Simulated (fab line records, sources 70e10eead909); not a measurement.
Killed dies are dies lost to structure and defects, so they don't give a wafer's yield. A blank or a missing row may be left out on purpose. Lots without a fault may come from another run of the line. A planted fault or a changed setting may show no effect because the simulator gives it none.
A struck lot beside a sound one | flow nand_harc | 11 steps out of a route of 1302
Sound: wafers L998.1, L998.3, L998.6. Struck: wafers L987.2, L987.4, L987.5. The cause comes at the end.
At each step with rows: each side's tool, then ch and its chambers, then its first start. Under that, the readings that differ: sound wafers | struck wafers | difference of the means | sigmas: that difference in standard deviations of wafers without a fault.
alike: readings whose means differ by less than 2 such deviations, and words and numbers that are the same on both sides. not compared: withheld readings, readings that some wafer has no value for, bounds like >300 that may hide the same value, and numbers for which the record gives no deviation and whose values overlap.
The two part at a step that has a row with sigmas, a row that says differs or no value, or rows on one side only. Numbers that don't overlap but have no deviation are shown without sigmas and don't part them. A reading that every wafer of one side lacks parts them only if that side has two wafers or more.

NHARC_P_START_INSPECT_01:
  sound on defect_inspect-01, day 8 22:02; struck on defect_inspect-02, day 4 08:02
  alike: raw_defect_count
then, 7 steps without rows for these wafers: NHARC_P_ZERO_WELL_PRECLEAN_00 (cleans in SPM, time 600 s); NHARC_P_ZERO_WELL_SRD_01; NHARC_P_ZERO_WELL_PECVD_02 (deposits SiO2, target thk 10 nm); NHARC_P_ZERO_WELL_DEHYDRATE_03 (time 120 s); NHARC_P_ZERO_WELL_HMDS_04 (time 30 s); NHARC_P_ZERO_WELL_COAT_64 (time 65 s); NHARC_P_ZERO_WELL_COAT_05 (resist thk 600 nm).
NHARC_P_ZERO_WELL_SOFTBAKE_06: time 70 s.
  sound on litho_track-07 ch 0, day 8 22:00; struck on litho_track-05 ch 0, day 4 08:00
  reading                  | sound             | struck            | difference | sigmas
  heater_power_total_W (W) | 201.7 200.5 202.1 | 224.8 226.8 223.0 | +23.4      | +18
  alike: exhaust_pa
then, 1 step without rows for these wafers: NHARC_P_ZERO_WELL_EBR_07.
-- the record jumps here: 24 days lie between the struck wafers' starts before and after (it left off in module P_ZERO_WELL and takes up again in module END, whose first step shown is number 1302 of the route) --
NHARC_END_SORT_01:
  the record has rows for the struck wafers here (prober-01 ch 0, day 27 20:29) and none for the sound ones

WHERE THEY PART
First at NHARC_P_ZERO_WELL_SOFTBAKE_06; last, within this record, at NHARC_END_SORT_01.

WHY: what the simulator had put in
Process parameter drift: litho_track-05, from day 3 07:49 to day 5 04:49, at NHARC_P_ZERO_WELL_SOFTBAKE_06. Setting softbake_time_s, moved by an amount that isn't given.
